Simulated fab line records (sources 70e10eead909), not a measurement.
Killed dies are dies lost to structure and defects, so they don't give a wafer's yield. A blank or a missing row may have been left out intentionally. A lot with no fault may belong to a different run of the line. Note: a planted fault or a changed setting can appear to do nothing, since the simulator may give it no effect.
Chamber matching | flow nandHarc | NHARC_A_CONTACT_ETCH_92 on rieDiel-01 has 3 sister chambers
The step etches the open film in CH3F/O2, target depth 40 nm, time 85.7 s. 16 wafers are shown with their chamber, then 7 later ones without.

## EACH WAFER AND ITS CHAMBER
wafer  | chamber | drypumpMotorCurrentA (A) | rfVppV (V) | throttleValvePct (%)
L472.2 | 0       | 5.3                      | 244.6      | 20.651
L472.4 | 1       | 5.7                      | 245.4      | 20.645
L472.6 | 1       | 5.7                      | 245.4      | 20.652
L473.1 | 2       | 5.6                      | 242.9      | 20.665
L473.4 | 1       | 5.7                      | 246.3      | 20.656
L473.5 | 0       | 5.3                      | 245.6      | 20.653
L475.1 | 2       | 5.5                      | 242.9      | 20.680
L475.2 | 1       | 5.8                      | 244.6      | 20.665
L475.3 | 0       | 5.3                      | 245.0      | 20.651
L476.1 | 2       | 5.6                      | 240.8      | 20.654
L476.3 | 1       | 5.7                      | 245.3      | 20.651
L476.6 | 0       | 5.3                      | 247.0      | 20.655
L478.1 | 0       | 5.3                      | 243.5      | 20.662
L478.5 | 0       | 5.3                      | 245.7      | 20.651
L478.6 | 1       | 5.7                      | 247.4      | 20.648
L483.2 | 0       | 5.3                      | 245.5      | 20.662

SIGNATURES, as means of the wafers listed above
reading              | chamber 0 | chamber 1 | chamber 2 | scatter within a chamber
drypumpMotorCurrentA | 5.300     | 5.717     | 5.567     | 0.034
rfVppV               | 245.271   | 245.733   | 242.200   | 1.06
throttleValvePct     | 20.65500  | 20.65283  | 20.66633  | 0.00753
Rule: a wafer lies at a distance from a chamber equal to the root of the sum of squares, over the readings, of (its reading less the chamber's mean, divided by the reading's scatter). The wafer belongs to the nearest chamber; if the next one is less than 2 further off, it can't be placed. The scatter is the square root of a quotient: the sum, over the shown wafers, of each reading's squared deviation from its chamber's mean, divided by wafers minus chambers.

## WAFERS WHOSE CHAMBER IS MISSING
wafer  | drypumpMotorCurrentA (A) | rfVppV (V) | throttleValvePct (%)
L483.3 | 5.5                      | 242.7      | 20.664
L486.1 | 5.3                      | 245.1      | 20.659
L486.3 | 5.7                      | 244.9      | 20.656
L486.4 | 5.5                      | 241.8      | 20.651
L487.2 | 5.7                      | 244.9      | 20.661
L487.4 | 5.3                      | 245.1      | 20.666
L487.6 | 5.3                      | 244.9      | 20.657

## WHICH CHAMBER EACH WENT THROUGH
wafer  | from the rows above | in truth
L483.3 | 2                   | 2
L486.1 | 0                   | 0
L486.3 | 1                   | 1
L486.4 | 2                   | 2
L487.2 | 1                   | 1
L487.4 | 0                   | 0
L487.6 | 0                   | 0
Correct placement for 7 of the 7. Left unplaced by these rows: 0. Placed wrongly: 0.
